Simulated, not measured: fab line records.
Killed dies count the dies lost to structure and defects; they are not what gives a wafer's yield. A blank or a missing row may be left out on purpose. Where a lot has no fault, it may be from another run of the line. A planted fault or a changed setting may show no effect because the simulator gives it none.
Chamber matching ; flow n5 finfet ; 4 sister chambers for N5_BEOL_M14_ETCH_67 on rie diel-06
The step etches SiARC in CF4, target depth 143 nm, time 238.3 s. 4 wafers are shown with their chamber, then 8 later ones without.

## WAFERS WITH THEIR CHAMBER
wafer;chamber;showerhead plenum p Torr (Torr)
L079.3;0;2.20
L086.3;3;2.05
L086.5;1;2.10
L088.2;2;2.19

## WAFERS WITHOUT THEIR CHAMBER
wafer;showerhead plenum p Torr (Torr)
L088.3;2.10
L088.4;2.10
L092.3;2.04
L092.5;2.19
L092.6;2.10
L094.3;2.19
L094.5;2.19
L094.6;2.09

## CHAMBER TAKEN BY EACH
wafer;from the rows above;in truth
L088.3;1;1
L088.4;1;1
L092.3;3;3
L092.5;2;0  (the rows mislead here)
L092.6;1;1
L094.3;2;2
L094.5;2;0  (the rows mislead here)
L094.6;1;1
Placed correctly: 6 of 8. Number that these rows cannot place: 0. 2 placed wrongly.
How it was worked out, from the rows above alone: a wafer's distance from a chamber is the root of the sum, over the readings, of the square of ((its reading less the chamber's mean) divided by the reading's scatter). If the next closest chamber is less than 2 further off than the closest, the wafer can't be placed; otherwise it belongs to the closest. Each chamber's mean is taken over the wafers shown for it. The scatter: root of mean squared gap, hidden wafer to nearest shown wafer, with one shown wafer a chamber.
